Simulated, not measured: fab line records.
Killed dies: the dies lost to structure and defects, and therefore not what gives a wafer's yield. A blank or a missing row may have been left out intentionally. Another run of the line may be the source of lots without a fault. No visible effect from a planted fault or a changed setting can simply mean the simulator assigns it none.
Split-lot study + flow n5-finfet + 21 wafers read across 7 lots, on a route 1938 steps long

## THE SPLIT ITSELF
At N5_BEOL_M13_EXPOSE_07 (exposes mask V12), the setting dose-mj was moved away from the recipe's 24.8 on 8 of the 21 wafers read, by -7.5% to +3.9%. The other wafers ran this setting at the recipe's value.

## FROM THE SPLIT TO THE READING: what the file shows between them, 11 steps
- N5_BEOL_M13_PEB_08: peb time 90 s
- N5_BEOL_M13_DEVELOP_09: develop time 45 s
- N5_BEOL_M13_HARDBAKE_14: time 120 s
- N5_BEOL_M13_CD_MEAS_10: target cd 190 nm
- N5_BEOL_M13_DESCUM_15: chemistry O2, time 7.9 s
- N5_BEOL_M13_ETCH_59: etches BARC in N2/H2, target depth 89 nm, overetch 26.7 nm, time 67.9 s
- N5_BEOL_M13_VIA_ETCH_16: etches SiOC in C4F8/O2/Ar, target depth 921.7 nm
- N5_BEOL_M13_STRIP_63: strips in N2/H2
- N5_BEOL_M13_STRIP_64: strips in N2/H2
- N5_BEOL_M13_STRIP_71: strips in post etch residue remover, time 60 s
- N5_BEOL_M13_SRD_72: time 30 s, dry time 30 s

## THE READING
cd-nm (nm) at N5_BEOL_M13_CD_MEAS_17, where the cd target is 190 nm. On this fab line, fault-free wafers typically give 191.2 nm with a standard deviation of 2 nm.

| wafer  | tool, chamber at the split | dose-mj as run | against the recipe | cd-nm, nm | against lot-mates on the recipe |
|--------|----------------------------|----------------|--------------------|-----------|---------------------------------|
| L079.4 | krf-scanner-01, 0          | 24.8           | recipe             | 190.0     | -                               |
| L079.5 | krf-scanner-01, 0          | 24.8           | recipe             | 190.0     | -                               |
| L079.6 | krf-scanner-01, 0          | 24.8           | recipe             | 187.8     | -                               |
| L080.3 | krf-scanner-01, 0          | 24.8           | recipe             | 188.2     | -                               |
| L080.4 | krf-scanner-01, 0          | 22.95          | -7.5%              | 181.8     | -6.4                            |
| L080.5 | krf-scanner-01, 0          | 22.95          | -7.5%              | 182.9     | -5.3                            |
| L081.1 | krf-scanner-02, 0          | 24.8           | recipe             | 192.5     | -                               |
| L081.2 | krf-scanner-02, 0          | 24.8           | recipe             | 192.4     | -                               |
| L081.4 | krf-scanner-02, 0          | 24.8           | recipe             | 192.2     | -                               |
| L085.2 | krf-scanner-02, 0          | 24.8           | recipe             | 194.1     | -                               |
| L085.5 | krf-scanner-02, 0          | 24.8           | recipe             | 194.9     | -                               |
| L085.6 | krf-scanner-02, 0          | 24.8           | recipe             | 195.1     | -                               |
| L084.2 | krf-scanner-02, 0          | 25.67          | +3.5%              | 197.9     | +5.5                            |
| L084.3 | krf-scanner-02, 0          | 25.67          | +3.5%              | 195.4     | +3.0                            |
| L084.5 | krf-scanner-02, 0          | 24.8           | recipe             | 192.4     | -                               |
| L090.1 | krf-scanner-02, 0          | 25.76          | +3.9%              | 194.9     | +4.3                            |
| L090.2 | krf-scanner-02, 0          | 24.8           | recipe             | 190.6     | -                               |
| L090.5 | krf-scanner-02, 0          | 25.76          | +3.9%              | 193.0     | +2.4                            |
| L092.1 | krf-scanner-01, 0          | 24.8           | recipe             | 189.6     | -                               |
| L092.3 | krf-scanner-01, 0          | 23.09          | -6.9%              | 182.3     | -7.3                            |
| L092.5 | krf-scanner-01, 0          | 23.09          | -6.9%              | 183.7     | -5.9                            |

FIT RESULTS
A straight line over all 21 wafers: cd-nm changes by +1.17 nm for each +1% of dose-mj; r = +0.90; the points scatter about the line by 2.1 nm.
The same after taking each lot's own level away (the mean of its wafers on the recipe; 21 wafers): +0.904 nm for each +1%; r = +0.97; scatter 0.86 nm.
That fit puts the effect of the largest move of dose-mj on the reading at 6.7 nm.
Measured against the standard deviation above, the lots' own levels, which go from 188.20 to 194.70 nm, span 3.3 times it.
So the lot-to-lot level changes the slope: the two fits differ.
Check: for one of the wafers moved furthest among these (-7.5%), held out of the fit, the line's prediction against its lot-mates is -6.67 nm. It came out at -6.4 nm against them.

## FURTHER SPLITS ON THESE WAFERS
Note: prior to the reading, these wafers also went through further splits. Each is held against what the fit with the lots' levels taken away leaves over:
| other split on the same wafers | wafers away from the commonest value | r with cd-nm (lot level and that fit taken away) |
|--------------------------------|--------------------------------------|--------------------------------------------------|
| N5_BEOL_M13_ILD_DEP_00 time-s  | 5                                    | +0.11                                            |

## THE WHOLE CHAIN: every reading that the file lists as answering this split, in the file's order
| step                   | what it does     | reading | change (the file's fit)               | r (the file's) |
|------------------------|------------------|---------|---------------------------------------|----------------|
| N5_BEOL_M13_CD_MEAS_10 | target cd 190 nm | cd-nm   | +0.936 nm for each +1% of the setting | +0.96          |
| N5_BEOL_M13_CD_MEAS_17 | target cd 190 nm | cd-nm   | +0.897 nm for each +1% of the setting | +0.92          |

## THE FILE'S OWN FIT
cd-nm changes by +0.897 nm for each +1% of dose-mj, r = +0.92.
